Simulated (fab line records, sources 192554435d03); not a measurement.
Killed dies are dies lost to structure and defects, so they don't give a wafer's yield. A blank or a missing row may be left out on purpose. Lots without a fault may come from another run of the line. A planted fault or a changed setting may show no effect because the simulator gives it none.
A struck lot beside a sound one | flow n5_finfet | 16 steps out of a route of 1938
Sound: wafers L255.1, L255.2, L255.3. Struck: wafers L265.1, L265.3, L265.5. The cause comes at the end.
At each step with rows: each side's tool, then ch and its chambers, then its first start. Under that, the readings that differ: sound wafers | struck wafers | difference of the means | sigmas: that difference in standard deviations of wafers without a fault.
alike: readings whose means differ by less than 2 such deviations, and words and numbers that are the same on both sides. not compared: withheld readings, readings that some wafer has no value for, bounds like >300 that may hide the same value, and numbers for which the record gives no deviation and whose values overlap.
The two part at a step that has a row with sigmas, a row that says differs or no value, or rows on one side only. Numbers that don't overlap but have no deviation are shown without sigmas and don't part them. A reading that every wafer of one side lacks parts them only if that side has two wafers or more.

N5_SDB_THK_MEAS_31:
  sound on film_metro-01, day 4 00:25; struck on film_metro-02, day 6 09:53
  alike: SDB_THK
N5_SDB_INSPECT_36: inspects for defects (darkfield).
  sound on defect_inspect-02, day 4 00:27; struck on defect_inspect-01, day 6 09:55
  alike: raw_defect_count
N5_DUMMY_REMOVAL_HM_STRIP_01: strips SiNx in CH3F/O2, stops on poly-Si, target depth 4 nm, time 6.8 s.
  sound on rie_diel-04 ch 0,1,2, day 4 00:29; struck on rie_diel-05 ch 0,2, day 6 10:03
  reading               | sound          | struck         | difference | sigmas
  oes_product_au (a.u.) | 0.58 0.58 0.56 | 0.60 0.77 0.76 | +0.14      | +2
  alike: O2_flow_sccm, drypump_motor_current_A, rf_vpp_V, showerhead_plenum_p_Torr, throttle_valve_pct
  not compared: rf_hours_counter_h
N5_DUMMY_REMOVAL_STRIP_10: strips in N2/H2, time 40 s.
  sound on rie_diel-04 ch 0,1,2, day 4 00:31; struck on rie_diel-05 ch 0,2, day 6 10:05
  reading               | sound          | struck         | difference | sigmas
  oes_product_au (a.u.) | 0.72 0.72 0.68 | 0.72 0.95 0.95 | +0.17      | +2
  alike: drypump_motor_current_A, n2_flow_sccm, rf_vpp_V, showerhead_plenum_p_Torr, throttle_valve_pct
  not compared: rf_hours_counter_h
then, 2 steps without rows for these wafers: N5_DUMMY_REMOVAL_PRECLEAN_07 (cleans in dHF, time 30 s); N5_DUMMY_REMOVAL_DUMMY_REMOVE_02 (chemistry TMAH, target poly-Si, stops on SiO2, target depth 142 nm, time 57 s, rinse time 30 s).
N5_DUMMY_REMOVAL_INSPECT_06: inspects for defects (brightfield).
  sound on defect_inspect-02, day 4 00:41; struck on defect_inspect-02, day 6 10:15
  alike: raw_defect_count
then, 4 steps without rows for these wafers: N5_DUMMY_REMOVAL_PRECLEAN_08 (cleans in NF3:NH3, afs cycles 2, time 20 s, sublimation time 60 s); N5_DUMMY_REMOVAL_PRECLEAN_04 (cleans in DHF, time 37 s); N5_DUMMY_REMOVAL_SRD_05 (time 30 s); N5_HKMG_FIN_IL_REGROW_00 (material SiO2, chemistry O3, target thk 0.75 nm, time 30 s).
N5_HKMG_FIN_HK_ALD_01: deposits HfO2, target thk 1.6 nm, pulse time 3 s, purge time 3 s.
  sound on ald_hk-03 ch 0,2,3, day 4 01:02; struck on ald_hk-01 ch 1,3, day 6 10:37
  alike: precursor_pulse_height_rel
  not compared: since_wet_clean_h
N5_HKMG_FIN_HK_ANNEAL_02: time 30 s.
  sound on rtp_anneal-02 ch 0, day 4 01:18; struck on rtp_anneal-02 ch 0, day 6 10:48
  reading             | sound             | struck            | difference | sigmas
  lamp_power_pct (%)  | 8.87 8.80 8.82    | 9.31 9.25 9.25    | +0.44      | +8
  lamp_zone_1_pct (%) | 8.786 8.795 8.785 | 9.237 9.238 9.233 | +0.447     | +41
  lamp_zone_2_pct (%) | 8.800 8.801 8.807 | 9.218 9.241 9.237 | +0.429     | +39
  lamp_zone_3_pct (%) | 8.785 8.805 8.794 | 9.253 9.246 9.229 | +0.448     | +34
  lamp_zone_4_pct (%) | 8.806 8.791 8.793 | 9.237 9.227 9.213 | +0.429     | +36
  lamp_zone_5_pct (%) | 8.811 8.814 8.783 | 9.236 9.217 9.257 | +0.434     | +39
  lamp_zone_6_pct (%) | 8.722 8.728 8.731 | 9.167 9.152 9.149 | +0.429     | +36
  lamp_zone_7_pct (%) | 9.202 9.178 9.214 | 9.650 9.648 9.648 | +0.451     | +41
  alike: wafer_temp_C_max
N5_HKMG_FIN_ALD_74: deposits La2O3, target thk 0.5 nm, pulse time 6 s, co reactant pulse time 1 s.
  sound on ald_hk-01 ch 0,2,3, day 4 01:31; struck on ald_hk-02 ch 1,2,3, day 6 11:01
  alike: heater_power_w, precursor_pulse_height_rel
  not compared: since_wet_clean_h
-- the record jumps here: 5 days lie between the struck wafers' starts before and after (it left off in module HKMG_FIN and takes up again in module BEOL_M4, whose first step shown is number 1111 of the route) --
N5_BEOL_M4_RC_MEAS_101:
  sound on prober-02 ch 0, day 8 11:53; struck on prober-02 ch 0, day 11 04:40
  reading       | sound                | struck               | difference | sigmas
  ION_P (uA/um) | 438 452 456          | 462 462 471          | +16        | +2
  VT_P (mV)     | -258.2 -258.4 -254.6 | -252.4 -251.7 -248.9 | +6.1       | +2
  alike: DIBL_N, DIBL_P, IOFF_N, IOFF_P, ION_N, SS_N, SS_P, VT_N
-- the record jumps here: 5 days lie between the struck wafers' starts before and after (it left off in module BEOL_M4 and takes up again in module PASSIVATION, whose first step shown is number 1936 of the route) --
N5_PASSIVATION_PROBE_49:
  sound on prober-02, day 12 13:05; struck on prober-02, day 15 20:33
  alike: defect_limited_yield, killed_at_M0_to_M3, killed_at_M4_up, killed_at_contacts, killed_at_front_end, killed_at_other, killed_dies, killed_on_rim, killed_open, killed_short, sort_bin_5_function, sort_bin_6_memory, sort_bin_8_speed, sort_n_pass

WHERE THEY PART
First at N5_DUMMY_REMOVAL_HM_STRIP_01; last, within this record, at N5_BEOL_M4_RC_MEAS_101. Later steps at which nothing parts them and some readings are alike: N5_PASSIVATION_PROBE_49.

WHY: what the simulator had put in
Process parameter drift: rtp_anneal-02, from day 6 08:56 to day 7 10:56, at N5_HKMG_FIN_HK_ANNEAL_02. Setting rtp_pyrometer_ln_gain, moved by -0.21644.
